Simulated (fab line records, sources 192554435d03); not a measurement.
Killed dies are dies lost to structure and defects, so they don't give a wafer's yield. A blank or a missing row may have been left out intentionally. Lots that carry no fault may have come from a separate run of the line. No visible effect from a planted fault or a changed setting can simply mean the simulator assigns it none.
Chamber matching    flow n5Finfet    N5_BEOL_M1_STRIP_36 on rieDiel-05: 4 sister chambers
The step strips in N2/H2. 14 wafers are shown with their chamber, then 7 later ones without.

== WAFERS WITH THEIR CHAMBER ==
wafer   chamber  throttleValvePct (%)  drypumpMotorCurrentA (A)  oesProductAu (a.u.)
L075.1  1        24.0                  6.2                       0.82
L075.4  1        24.0                  6.2                       0.83
L075.5  3        23.9                  5.4                       0.76
L079.1  3        23.9                  5.5                       0.73
L079.5  0        23.8                  5.7                       0.71
L079.6  3        23.9                  5.4                       0.75
L082.2  2        22.8                  5.0                       0.91
L082.3  1        24.0                  6.2                       0.80
L082.6  0        23.8                  5.7                       0.70
L085.2  3        23.9                  5.5                       0.74
L085.3  0        23.8                  5.7                       0.69
L085.4  1        24.0                  6.3                       0.81
L089.3  2        22.8                  5.0                       0.89
L089.5  1        24.1                  6.3                       0.80

SIGNATURES (averages over the wafers above)
reading               chamber 0  chamber 1  chamber 2  chamber 3  scatter within a chamber
throttleValvePct      23.800     24.020     22.800     23.900     0.0283
drypumpMotorCurrentA  5.700      6.240      5.000      5.450      0.0469
oesProductAu          0.7000     0.8120     0.9000     0.7450     0.0126
Rule: for a wafer and a chamber, the distance is found by dividing, reading by reading, the gap between the wafer's reading and the chamber's mean by the reading's scatter, squaring, summing and taking the root. The wafer belongs to the nearest chamber; if the next one is less than 2 further off, it can't be placed. The scatter: the root of (the sum of the squares of (reading less its chamber's mean) over the shown wafers, divided by (wafers less chambers)).

== WAFERS WITH NO CHAMBER GIVEN ==
wafer   throttleValvePct (%)  drypumpMotorCurrentA (A)  oesProductAu (a.u.)
L089.6  22.8                  5.0                       0.90
L091.2  22.8                  5.0                       0.88
L091.5  23.9                  5.4                       0.73
L091.6  23.8                  5.7                       0.69
L093.3  24.0                  6.2                       0.79
L093.4  23.9                  5.7                       0.68
L093.6  24.1                  6.2                       0.78

== EACH ONE'S CHAMBER ==
wafer   from the rows above  in truth
L089.6  2                    2
L091.2  2                    2
L091.5  3                    3
L091.6  0                    0
L093.3  1                    1
L093.4  0                    0
L093.6  1                    1
Correct placement for 7 of the 7. Left unplaced by these rows: 0. Wrongly placed: 0.
